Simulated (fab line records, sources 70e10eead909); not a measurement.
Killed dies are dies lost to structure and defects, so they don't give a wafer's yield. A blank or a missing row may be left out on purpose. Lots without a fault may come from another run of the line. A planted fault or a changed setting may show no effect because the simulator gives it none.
fab line records | flow nand_harc | part 1 of 2: steps 1 to 39 of 40
record lots=6 wafers=18 last_day=33
route steps=1302 shown P_BONDPAD@363 A_ZERO_WELL@390 THIN_TSV@1244 END@1302
lots that met no fault: from a run of the same line without faults
start_h: hours from the record's first day to the start of the lot's first wafer shown | wait_h: hours since the lot's step before | " the same as in the row above | L1.1+2: a row that stands for several wafers | - no value, or no start given | * or withheld: withheld | < > ~ a bound
route shown NAME@n: a module of which the file shows steps, and the number in the route of the first | usual: mean/standard deviation of fault-free wafers | same: alike in all rows | chamber/n: place in a boat | sites: the reading at each site | _std_site: their standard deviation | _edge_site: outer sites' mean less inner sites' | radius_mm: how far each site lies from the wafer's centre | mask NAME#n: copy n | behind: the tool/chamber that last shaped the wafer | hold: why the lot was held/for how many hours/how that ended | device: the transistor (n, p or np) that didn't switch | end of line: the same wafers' tests at the end of the route | a step without rows: its recipe alone | killed: dies lost to structure and defects at the first sort, not the wafer's yield | map: a wafer's dies, x killed, . not, _ none there
set.NAME: the setting as run; set.NAME@STEP: as run at that earlier step | model.NAME: the simulator's own value behind a step, which no gauge read
lots at some steps of the route; a table a step, a row a wafer
services: from which hour (start_h, from the record's first day; less than 0 if before it) a tool's chamber was out of use, for how many hours, and why
## steps
# step NHARC_P_BONDPAD_DEVELOP_08
# recipe time_s=50 dev_temp_c=22
# step NHARC_P_BONDPAD_CD_MEAS_09
# recipe target_cd_nm=500 landing_energy_ev=500
# usual cd_nm=500.3/1.6
# columns lot.wafer tool chamber start_h wait_h cd_nm
L580.1 cd_sem-02 0 130.58 - 502.9
L580.3 " 0 " " 500.2
L580.4 " 0 " " 500.1
L584.1 cd_sem-01 0 173.18 - 497.7
L584.5 " 0 " " 500.8
L584.6 " 0 " " 497.0
L588.3 cd_sem-03 0 220.82 - 496.7
L588.5 " 0 " " 500.8
L588.6 " 0 " " 496.0
L597.1 cd_sem-01 0 305.75 - 500.6
L597.4 " 0 " " 499.7
L597.5 " 0 " " 499.7
L599.1 cd_sem-02 0 330.21 - 501.6
L599.2 " 0 " " 501.3
L599.3 " 0 " " 498.8
L602.2 cd_sem-02 0 354.85 - 500.9
L602.3 " 0 " " 499.0
L602.5 " 0 " " 501.4
# step NHARC_P_BONDPAD_OVL_MEAS_38
# usual overlay_x_nm=-1/6.6 overlay_y_nm=-3/6.9
# columns lot.wafer tool chamber start_h wait_h overlay_x_nm overlay_y_nm
L580.1 overlay-02 - 130.67 - 5 -3
L580.3 " - " " 4 -3
L580.4 " - " " 4 -3
L584.1 overlay-02 - 173.26 - 6 3
L584.5 " - " " 5 3
L584.6 " - " " 6 3
L588.3 overlay-02 - 220.90 - 2 -7
L588.5 " - " " 1 -8
L588.6 " - " " 2 -7
L597.1 overlay-01 - 305.84 - 2 -1
L597.4 " - " " 3 -1
L597.5 " - " " 2 -1
L599.1 overlay-01 - 330.30 - -4 -2
L599.2 " - " " -4 -2
L599.3 " - " " -3 -2
L602.2 overlay-02 - 354.93 - 4 -2
L602.3 " - " " 4 -2
L602.5 " - " " 4 -2
# step NHARC_P_BONDPAD_HARDBAKE_10
# recipe temp_c=118 time_s=65
# step NHARC_P_BONDPAD_DESCUM_11
# recipe time_s=3 o2_flow_sccm=200 ar_flow_sccm=0 bias_power_w=0 chemistry=O2
# step NHARC_P_BONDPAD_ETCH_37
# recipe target_depth_a=600 overetch_a=180 time_s=65.91 ion_energy_ev=200 n2_flow_sccm=150 h2_flow_sccm=150 ar_flow_sccm=0 rf_w=400 bias_w=150 chemistry=N2/H2
# step NHARC_P_BONDPAD_ETCH_12
# recipe target_depth_a=2000 time_s=100 chf3_flow_sccm=50 o2_flow_sccm=10 ar_flow_sccm=200 rf_w=500 bias_w=200 chemistry=CHF3/O2
# usual drypump_motor_current_A=5.5/0.43 o2_flow_sccm=10.003/0.028 oes_product_au=0.944/0.023 rf_fwd_power_W=496.5/1.7 rf_vpp_V=371.5/2.3 showerhead_plenum_p_Torr=2.44/0.097 throttle_valve_pct=20.572/0.0096
# columns lot.wafer tool chamber start_h wait_h drypump_motor_current_A o2_flow_sccm oes_product_au rf_fwd_power_W rf_hours_counter_h rf_vpp_V showerhead_plenum_p_Torr throttle_valve_pct
L580.1 rie_diel-13 2 - - 6.2 9.970 0.919 498.4 6.5 374.9 2.55 20.571
L580.3 " 1 " " 5.4 10.024 0.919 496.5 7.2 368.5 2.29 20.569
L580.4 " 1 " " 5.4 9.993 0.903 495.8 - 367.9 2.29 20.553
L584.1 rie_diel-07 3 - - 5.7 10.009 0.925 495.2 4.1 373.6 2.53 20.568
L584.6 " 3 " " 5.7 9.986 0.930 497.3 - 372.7 2.53 20.560
L584.5 " 0 " " 4.9 9.985 0.933 493.9 - 371.5 2.43 20.558
L588.3 rie_diel-13 2 - - 6.3 9.943 0.957 495.1 3.9 374.9 2.55 20.566
L588.6 " 2 " " 6.2 9.977 0.949 493.9 - 374.8 2.55 20.581
L588.5 " 3 " " 5.9 9.978 0.962 497.1 - 372.2 2.45 20.574
L597.1 rie_diel-04 2 - - 5.8 10.025 0.967 497.6 3.3 369.7 2.41 20.576
L597.4 " 3 " " 5.1 9.938 0.988 495.7 3.5 373.8 2.52 20.571
L597.5 " 2 " " 5.8 10.029 0.972 497.2 - 371.5 2.41 20.565
L599.2 rie_diel-07 2 - - 4.9 10.042 0.928 496.3 2.2 370.0 2.31 20.559
L599.3 " 0 " " 4.9 10.077 0.923 495.9 2.2 370.4 2.42 20.571
L599.1 " 1 " " 5.2 10.015 0.964 494.2 2.2 375.0 2.57 20.578
L602.2 rie_diel-13 3 - - 5.9 10.014 0.959 498.7 0.2 371.6 2.45 20.565
L602.3 " 0 " " 5.9 9.968 0.959 495.9 0.2 369.8 2.36 20.579
L602.5 " 0 " " 5.9 10.006 0.963 496.8 - 369.7 2.36 20.566
# step NHARC_P_BONDPAD_CD_MEAS_13
# usual cd_nm=499.4/1.8
# columns lot.wafer tool chamber start_h wait_h cd_nm
L580.1 cd_sem-01 - 131.16 - 502.4
L580.3 " - " " 499.4
L580.4 " - " " 500.2
L584.1 cd_sem-01 - 173.70 - 497.2
L584.5 " - " " 499.6
L584.6 " - " " 496.2
L588.3 cd_sem-03 - 221.34 - 495.7
L588.5 " - " " 499.9
L588.6 " - " " 495.2
L597.1 cd_sem-02 - 306.28 - 499.9
L597.4 " - " " 499.6
L597.5 " - " " 499.1
L599.1 cd_sem-03 - 330.78 - 502.2
L599.2 " - " " 501.3
L599.3 " - " " 497.2
L602.2 cd_sem-01 - 355.37 - 501.3
L602.3 " - " " 497.2
L602.5 " - " " 499.8
# step NHARC_P_BONDPAD_STRIP_15
# recipe o2_flow_sccm=500 ar_flow_sccm=0 bias_w=0 chemistry=O2
# step NHARC_P_BONDPAD_ETCH_24
# recipe target_depth_a=300 over_etch_frac=0.3 time_s=72.99 ion_energy_ev=150 cf4_flow_sccm=50 n2_flow_sccm=100 ar_flow_sccm=150 rf_w=300 bias_w=100 chemistry=CF4/N2
# step NHARC_P_BONDPAD_STRIP_16
# recipe time_s=600 temp_c=30 chemistry=post_etch_residue_remover
# step NHARC_P_BONDPAD_DEGAS_25
# recipe temp_c=300 time_s=60
# usual heater_power_w=477/52
# columns lot.wafer tool chamber start_h wait_h heater_power_w
L580.3 pvd_sputter-01 - 131.79 - 395
L580.4 " - " " 503
L580.1 " - " " 455
L584.1 pvd_sputter-02 - 174.33 - 438
L584.5 " - " " 449
L584.6 " - " " 511
L588.3 pvd_sputter-03 - 221.97 - 443
L588.6 " - " " 541
L588.5 " - " " 439
L597.4 pvd_sputter-01 - 306.95 - 468
L597.1 " - " " 394
L597.5 " - " " 472
L599.1 pvd_sputter-01 - 331.45 - 424
L599.2 " - " " 536
L599.3 " - " " 475
L602.3 pvd_sputter-02 - 355.99 - 513
L602.2 " - " " 568
L602.5 " - " " 490
# step NHARC_P_BONDPAD_PRE_CLEAN_26
# recipe time_s=30 temp_c=280 gas=H2/He
# usual heater_power_w=421/45
# columns lot.wafer tool chamber start_h wait_h heater_power_w
L580.3 pvd_sputter-01 - 131.83 - 373
L580.4 " - " " 346
L580.1 " - " " 397
L584.1 pvd_sputter-02 - 174.38 - 504
L584.6 " - " " 507
L584.5 " - " " 394
L588.3 pvd_sputter-03 - 222.03 - 418
L588.5 " - " " 476
L588.6 " - " " 399
L597.1 pvd_sputter-01 - 307.02 - 470
L597.4 " - " " 383
L597.5 " - " " 345
L599.3 pvd_sputter-01 - 331.51 - 418
L599.2 " - " " 378
L599.1 " - " " 349
L602.2 pvd_sputter-02 - 356.05 - 518
L602.3 " - " " 447
L602.5 " - " " 497
# step NHARC_P_BONDPAD_PVD_17
# recipe target_thk_a=50 bias_v=168.6 power_w=15000 chamber_pressure_pa=0.12 time_s=8.06 substrate_temp_c=50 material=TaN
# step NHARC_P_BONDPAD_PVD_27
# recipe target_thk_a=300 chamber_pressure_pa=5 power_w=5000 substrate_temp_c=30 time_s=20.49 material=Cu
# step NHARC_P_BONDPAD_ECD_18
# recipe target_thk_a=4000 bath_temp_c=25 material=Cu
# step NHARC_P_BONDPAD_ANNEAL_28
# recipe temp_c=225 time_s=90
# step NHARC_P_BONDPAD_CMP_19
# recipe t_overpolish_s=30 cu_recess_touch_s=16 target_thk_nm=160.81
# usual motor_current_A=12.0/1.3 overpolish_run_s=30.001/0.009
# columns lot.wafer tool chamber start_h wait_h motor_current_A overpolish_run_s
L580.1 cmp-03 3 132.88 - 10.8 30.002
L580.3 " 0 " " 15.2 29.994
L580.4 " 2 " " 11.7 29.975
L584.1 cmp-01 1 175.47 - 12.0 30.008
L584.5 " 3 " " 11.1 30.019
L584.6 " 0 " " 13.3 29.995
L588.3 cmp-04 3 223.11 - 10.6 29.996
L588.6 " 1 " " 13.6 29.987
L588.5 " 2 " " 11.3 29.985
L597.4 cmp-01 1 308.10 - 12.6 30.006
L597.1 " 2 " " 12.6 30.007
L597.5 " 0 " " 12.5 30.007
L599.1 cmp-01 1 332.55 - 12.0 29.997
L599.3 " 3 " " 10.4 30.011
L599.2 " 0 " " 12.8 30.003
L602.2 cmp-03 1 357.07 - 10.1 30.002
L602.3 " 2 " " 10.9 29.989
L602.5 " 2 " " 11.2 30.002
# step NHARC_P_BONDPAD_THK_MEAS_20
# recipe thk_meas_gauge=xrf
# usual thk_nm=160.7/1.5
# columns lot.wafer tool chamber start_h wait_h thk_nm
L580.1 film_metro-01 - 133.20 - 161.0
L580.3 " - " " 162.0
L580.4 " - " " 159.9
L584.1 film_metro-01 - 175.74 - 159.2
L584.5 " - " " 163.3
L584.6 " - " " 158.7
L588.3 film_metro-02 - 223.38 - 159.5
L588.5 " - " " 160.2
L588.6 " - " " 161.2
L597.1 film_metro-02 - 308.40 - 161.0
L597.4 " - " " 160.1
L597.5 " - " " 161.7
L599.1 film_metro-02 - 332.87 - 160.0
L599.2 " - " " 158.7
L599.3 " - " " 163.4
L602.2 film_metro-01 - 357.40 - 159.0
L602.3 " - " " 158.9
L602.5 " - " " 161.4
# step NHARC_P_BONDPAD_SRD_21
# recipe time_s=30 temp_c=23 dry_time_s=20 spin_rpm=1500
# step NHARC_P_BONDPAD_ACTIVATE_29
# recipe time_s=60 n2_flow_sccm=200 ar_flow_sccm=0 bias_power_w=0 chemistry=N2
# step NHARC_P_BONDPAD_PRECLEAN_30
# recipe time_s=300 temp_c=23 chemistry=DIW
# step NHARC_P_BONDPAD_SRD_31
# recipe time_s=30 temp_c=23 dry_time_s=20 spin_rpm=1500
# step NHARC_A_ZERO_WELL_PRECLEAN_00
# recipe time_s=600 temp_c=120 chemistry=SPM
# step NHARC_A_ZERO_WELL_SRD_01
# step NHARC_A_ZERO_WELL_DEHYDRATE_02
# recipe temp_c=150 time_s=120
# step NHARC_A_ZERO_WELL_HMDS_03
# recipe time_s=30
# step NHARC_A_ZERO_WELL_COAT_18
# recipe temp_c=200 time_s=65
# step NHARC_A_ZERO_WELL_COAT_04
# recipe spin_rpm=2000 resist_thk_nm=600
# step NHARC_A_ZERO_WELL_SOFTBAKE_05
# recipe temp_c=125 time_s=70
# step NHARC_A_ZERO_WELL_EBR_06
# step NHARC_A_ZERO_WELL_EXPOSE_07
# recipe na=0.55 dose_mj=33.85 mask_id=A_ZERO
# step NHARC_A_ZERO_WELL_PEB_08
# recipe peb_temp_c=128 peb_time_s=80
# step NHARC_A_ZERO_WELL_DEVELOP_09
# recipe time_s=50 dev_temp_c=22
# step NHARC_A_ZERO_WELL_CD_MEAS_10
# recipe target_cd_nm=2000 landing_energy_ev=500
# usual cd_nm=1999.3/2.1
# columns lot.wafer tool chamber start_h wait_h cd_nm
L580.1 cd_sem-02 0 134.73 - 2001.9
L580.3 " 0 " " 2003.4
L580.4 " 0 " " 2000.3
L584.1 cd_sem-02 0 177.24 - 1997.4
L584.5 " 0 " " 1998.1
L584.6 " 0 " " 1997.9
L588.3 cd_sem-01 0 224.89 - 1997.2
L588.5 " 0 " " 1996.3
L588.6 " 0 " " 1999.5
L597.1 cd_sem-02 0 309.91 - 1999.7
L597.4 " 0 " " 1996.2
L597.5 " 0 " " 1998.3
L599.1 cd_sem-02 0 334.42 - 1998.9
L599.2 " 0 " " 1998.9
L599.3 " 0 " " 1999.8
L602.2 cd_sem-03 0 358.78 - 1998.6
L602.3 " 0 " " 1998.5
L602.5 " 0 " " 1998.8
# step NHARC_A_ZERO_WELL_HARDBAKE_11
# recipe temp_c=118 time_s=65
# step NHARC_A_ZERO_WELL_DESCUM_12
# recipe time_s=3 o2_flow_sccm=200 ar_flow_sccm=0 bias_power_w=0 chemistry=O2
# usual drypump_motor_current_A=5.6/0.61 o2_flow_sccm=200.0/0.61 oes_product_au=0.996/0.01 rf_vpp_V=57.7/0.82 showerhead_plenum_p_Torr=1.90/0.067 throttle_valve_pct=11.311/0.0083
# columns lot.wafer tool chamber start_h wait_h drypump_motor_current_A o2_flow_sccm oes_product_au rf_hours_counter_h rf_vpp_V showerhead_plenum_p_Torr throttle_valve_pct
L580.3 rie_diel-10 2 134.89 - 5.4 199.4 0.989 2 58.7 1.92 11.300
L580.4 " 3 " " 4.8 199.9 1.011 2 60.4 1.88 11.305
L580.1 " 0 " " 5.8 200.2 1.010 2 58.1 1.97 11.302
L584.1 rie_diel-10 1 177.43 - 4.8 199.7 0.994 3 57.5 1.81 11.315
L584.6 " 2 " " 5.4 199.8 0.993 - 56.3 1.92 11.307
L584.5 " 3 " " 4.8 199.7 1.003 - 56.7 1.88 11.300
L588.3 rie_diel-10 3 225.04 - 4.8 200.0 0.994 4 57.4 1.88 11.316
L588.5 " 3 " " 4.8 200.8 0.996 - 57.3 1.88 11.318
L588.6 " 0 " " 5.8 200.7 0.997 - 58.4 1.97 11.309
L597.1 rie_diel-09 2 310.06 - 6.3 199.7 1.014 53 58.2 1.83 11.308
L597.4 " 3 " " 6.0 199.3 0.997 53 58.7 2.00 11.317
L597.5 " 2 " " 6.3 199.2 1.006 - 57.9 1.83 11.316
L599.2 rie_diel-10 2 334.58 - 5.4 199.2 0.996 3 57.4 1.92 11.311
L599.1 " 3 " " 4.8 199.7 1.018 2 59.5 1.88 11.325
L599.3 " 0 " " 5.8 200.7 0.996 2 58.0 1.97 11.308
L602.3 rie_diel-09 2 358.93 - 6.3 200.2 1.002 10 57.6 1.82 11.308
L602.2 " 3 " " 6.0 200.8 1.023 11 58.6 2.00 11.315
L602.5 " 2 " " 6.3 200.1 1.001 - 57.3 1.82 11.320
# step NHARC_A_ZERO_WELL_ETCH_19
# recipe target_depth_a=800 overetch_a=240 time_s=87.88 ion_energy_ev=200 n2_flow_sccm=150 h2_flow_sccm=150 ar_flow_sccm=0 rf_w=400 bias_w=150 chemistry=N2/H2
# usual drypump_motor_current_A=5.6/0.62 h2_flow_sccm=150.0/0.44 n2_flow_sccm=150.0/0.41 oes_product_au=0.997/0.0092 rf_fwd_power_W=397.2/1.5 rf_vpp_V=430.0/2.2 showerhead_plenum_p_Torr=2.02/0.077 throttle_valve_pct=14.170/0.008
# columns lot.wafer tool chamber start_h wait_h drypump_motor_current_A h2_flow_sccm n2_flow_sccm oes_product_au rf_fwd_power_W rf_hours_counter_h rf_vpp_V showerhead_plenum_p_Torr throttle_valve_pct
L580.4 rie_diel-10 0 134.97 0.1 5.8 149.9 150.3 0.987 397.9 2 432.1 2.11 14.173
L580.3 " 1 " " 4.9 151.0 150.0 0.995 396.9 1 427.7 1.93 14.168
L580.1 " 2 " " 5.4 149.9 150.2 0.990 397.7 2 430.3 2.04 14.165
L584.1 rie_diel-10 0 177.49 0.1 5.8 150.7 149.6 0.987 399.0 3 431.9 2.11 14.165
L584.6 " 0 " " 5.8 149.6 149.6 0.997 398.3 - 431.6 2.11 14.167
L584.5 " 1 " " 4.8 149.6 149.9 0.990 397.3 - 427.3 1.93 14.158
L588.3 rie_diel-10 2 225.14 0.1 5.4 149.5 149.9 0.994 397.5 4 431.4 2.04 14.168
L588.5 " 0 " " 5.8 149.8 150.2 1.009 401.4 - 432.3 2.11 14.169
L588.6 " 1 " " 4.9 149.8 149.9 0.992 396.8 - 428.9 1.93 14.173
L597.4 rie_diel-09 0 310.15 0.1 6.4 149.9 150.5 0.981 396.6 62 427.2 1.94 14.166
L597.1 " 3 " " 6.0 149.6 150.7 0.993 394.6 53 432.3 2.13 14.172
L597.5 " 0 " " 6.4 149.8 150.3 0.980 395.1 - 427.0 1.94 14.164
L599.1 rie_diel-10 2 334.68 0.1 5.4 150.3 150.0 0.986 397.0 3 430.3 2.04 14.159
L599.2 " 3 " " 4.8 150.4 150.3 1.016 394.9 3 428.9 2.01 14.169
L599.3 " 0 " " 5.8 150.0 149.8 0.999 399.7 2 431.8 2.10 14.173
L602.2 rie_diel-09 0 359.03 0.1 6.4 150.6 149.5 1.001 396.4 10 427.0 1.93 14.165
L602.3 " 1 " " 5.5 150.0 150.8 1.006 394.0 10 433.6 2.17 14.179
L602.5 " 3 " " 6.0 149.9 150.0 1.017 396.6 - 431.0 2.13 14.176
# step NHARC_THIN_TSV_GRIND_00
# recipe target_thk_um=6
# usual motor_current_A=12.002/0.021
# columns lot.wafer tool chamber start_h wait_h hold motor_current_A
L580.1 grinder-01 0 534.84 1.4 - 11.994
L580.3 " 0 " " - 12.042
L580.4 " 0 " " - 11.982
L584.1 grinder-01 0 575.80 1.3 - 11.989
L584.5 " 0 " " - 11.970
L584.6 " 0 " " - 12.032
L588.3 grinder-01 0 625.57 0.5 - 12.006
L588.5 " 0 " " - 12.012
L588.6 " 0 " " - 12.026
L597.1 grinder-01 0 730.01 3.2 await_dispo/3.1h/release 12.030
L597.4 " 0 " " await_dispo/3.1h/release 12.003
L597.5 " 0 " " await_dispo/3.1h/release 12.041
L599.1 grinder-01 0 744.00 2.1 await_dispo/1.6h/release 11.983
L599.2 " 0 " " await_dispo/1.6h/release 12.041
L599.3 " 0 " " await_dispo/1.6h/release 11.964
L602.2 grinder-01 0 777.81 0.3 - 11.966
L602.3 " 0 " " - 11.972
L602.5 " 0 " " - 12.010
